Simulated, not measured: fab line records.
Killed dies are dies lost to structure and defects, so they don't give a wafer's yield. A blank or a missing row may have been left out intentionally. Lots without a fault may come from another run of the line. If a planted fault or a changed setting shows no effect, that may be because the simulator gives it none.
Matching of chambers :: flow nand-harc :: NHARC_A_M1_PRE_CLEAN_32 on pecvd-01 has 3 sister chambers
The step time 12 s. 3 wafers are shown with their chamber, then 7 later ones without.

== WAFERS WITH THEIR CHAMBER ==
wafer: L701.5
chamber: 2
heater-power-w (W): 566

wafer: L708.1
chamber: 0
heater-power-w (W): 580

wafer: L708.2
chamber: 1
heater-power-w (W): 615

== WAFERS WHOSE CHAMBER IS MISSING ==
wafer: L708.6
heater-power-w (W): 466

wafer: L716.1
heater-power-w (W): 557

wafer: L716.2
heater-power-w (W): 557

wafer: L716.3
heater-power-w (W): 544

wafer: L719.2
heater-power-w (W): 641

wafer: L719.3
heater-power-w (W): 540

wafer: L719.6
heater-power-w (W): 530

== WHICH CHAMBER EACH ONE RAN IN ==
wafer: L708.6
from the rows above: can't be placed: 2 or 0 or 1
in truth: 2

wafer: L716.1
from the rows above: can't be placed: 2 or 0 or 1
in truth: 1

wafer: L716.2
from the rows above: can't be placed: 2 or 0 or 1
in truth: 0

wafer: L716.3
from the rows above: can't be placed: 2 or 0 or 1
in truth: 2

wafer: L719.2
from the rows above: can't be placed: 1 or 0 or 2
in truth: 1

wafer: L719.3
from the rows above: can't be placed: 2 or 0 or 1
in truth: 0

wafer: L719.6
from the rows above: can't be placed: 2 or 0 or 1
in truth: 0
Correctly placed: 0 of 7. Not placeable from these rows: 7 (in 7, the candidates include the true chamber). Wrongly placed: 0.
How it was worked out, from the rows above alone: a wafer's distance from a chamber is the root of the sum, over the readings, of the square of ((its reading less the chamber's mean) divided by the reading's scatter). If the next closest chamber is less than 2 further off than the closest, the wafer can't be placed; otherwise it belongs to the closest. A chamber's mean is the mean of its shown wafers. The scatter (one wafer shown for each chamber): square how far every hidden wafer sits from the nearest shown wafer, average those squares and take the square root.
